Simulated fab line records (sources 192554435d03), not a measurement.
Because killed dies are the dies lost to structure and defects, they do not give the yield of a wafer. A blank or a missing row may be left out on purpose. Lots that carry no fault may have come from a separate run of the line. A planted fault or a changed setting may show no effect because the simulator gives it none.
A lot that was struck, set against a sound lot || flow n5Finfet || 19 out of 1938 route steps
Sound: the wafers L782.3, L782.4, L782.6. Wafers struck: L785.4, L785.5, L785.6. The cause comes at the end.
For every step that has rows: the tool of each side, followed by ch and its chambers, followed by its first start. Under that, the readings that differ: sound wafers || struck wafers || difference of the means || sigmas: that difference in standard deviations of wafers without a fault.
alike: a reading whose means differ by less than 2 such deviations, as well as words and numbers matching on both sides. not compared: withheld readings; readings where some wafer has no value; bounds like >300 that might hide an equal value; numbers whose values overlap and for which the record gives no deviation.
A row with sigmas, a row that says differs or no value, or rows on one side alone: a step with any of these is where the two part. Numbers that don't overlap but have no deviation are shown without sigmas and don't part them. A reading that every wafer of one side lacks parts them only if that side has two wafers or more.

first, 7 steps without rows for these wafers: N5_BEOL_M14_COAT_04 (resist thk 800 nm); N5_BEOL_M14_EBR_06; N5_BEOL_M14_SOFTBAKE_05 (time 60 s); N5_BEOL_M14_EXPOSE_07 (exposes mask V13); N5_BEOL_M14_PEB_08 (peb time 90 s); N5_BEOL_M14_DEVELOP_09 (develop time 45 s); N5_BEOL_M14_HARDBAKE_14 (time 120 s).
N5_BEOL_M14_CD_MEAS_10 targets a cd of 250 nm.
  sound on cdSem-03 ch 0, day 12 17:37; struck on cdSem-01 ch 0, day 13 17:19
  alike: cdNm
N5_BEOL_M14_OVL_MEAS_11:
  sound on overlay-01 ch 0, day 12 17:39; struck on overlay-01 ch 0, day 13 17:20
  alike: V13_OVL
N5_BEOL_M14_INSPECT_12: inspects for defects (macro).
  sound on defectInspect-02 at day 12 17:40; struck on defectInspect-02 at day 13 17:22
  alike: rawDefectCount
N5_BEOL_M14_DESCUM_15: chemistry O2, time 7.9 s.
  sound on rieDiel-05 ch 0,2,3, day 12 18:19; struck on rieDiel-05 ch 0,2,3, day 13 17:24
  alike: drypumpMotorCurrentA, oesProductAu, rfVppV, showerheadPlenumPTorr, throttleValvePct
  not compared: rfHoursCounterH
N5_BEOL_M14_ETCH_59: etches BARC in N2/H2, target depth 89 nm, overetch 26.7 nm, time 67.9 s.
  sound on rieDiel-05 ch 0,2,3, day 12 18:21; struck on rieDiel-05 ch 0,2,3, day 13 17:26
{"reading": "chamberPressureMTorr (mTorr)", "sound": "29.963 29.984 29.989", "struck": "30.051 30.028 30.079", "difference": "+0.074", "sigmas": "+3"}
  alike: biasW, drypumpMotorCurrentA, oesProductAu, rfVppV, showerheadPlenumPTorr, throttleValvePct
  not compared: rfHoursCounterH
N5_BEOL_M14_VIA_ETCH_16: etches SiO2 in C4F8/O2/Ar, target depth 1231.3 nm.
  sound on rieDiel-05 ch 0,2,3, day 12 18:25; struck on rieDiel-05 ch 0,2,3, day 13 17:29
  no value came back on the struck wafers for any of 8 readings (C4F8_flow_sccm (sccm), O2_flow_sccm (sccm) and others); on the sound wafers C4F8_flow_sccm (sccm) reads 16.08 15.95 15.97
{"reading": "model.coat_of_BEOL_M14_COAT_04.thkNm (nm)", "sound": "460 449.6 453.6", "struck": "721 719.2 720.6", "difference": "+266", "sigmas": ""}
N5_BEOL_M14_STRIP_63: strips in O2.
  sound on rieDiel-05 ch 0,2,3; struck on rieDiel-05 ch 0,2,3
  alike: drypumpMotorCurrentA, oesProductAu, rfVppV, showerheadPlenumPTorr, throttleValvePct
  not compared: rfHoursCounterH
N5_BEOL_M14_STRIP_64: strips in O2.
  sound on rieDiel-05 ch 0,2,3; struck on rieDiel-05 ch 0,2,3
  alike: drypumpMotorCurrentA, oesProductAu, rfVppV, showerheadPlenumPTorr, throttleValvePct
  not compared: rfHoursCounterH
then, 2 steps without rows for these wafers: N5_BEOL_M14_STRIP_71 (strips in post etch residue remover, time 60 s); N5_BEOL_M14_SRD_72 (time 30 s, dry time 30 s).
N5_BEOL_M14_CD_MEAS_17 targets a cd of 250 nm.
  sound on cdSem-03 at day 12 18:46; struck on cdSem-01 at day 13 17:51
{"reading": "cdNm (nm)", "sound": "247.8 248.6 254.2", "struck": "- - -", "difference": "no value on the struck wafers", "sigmas": ""}
then, 1 step without rows for these wafers: N5_BEOL_M14_COAT_65 (time 60 s, resist thk 450 nm).

## WHERE THEY PART
Earliest at N5_BEOL_M14_ETCH_59; latest, in this record, at N5_BEOL_M14_CD_MEAS_17.

WHY: what had been put in by the simulator
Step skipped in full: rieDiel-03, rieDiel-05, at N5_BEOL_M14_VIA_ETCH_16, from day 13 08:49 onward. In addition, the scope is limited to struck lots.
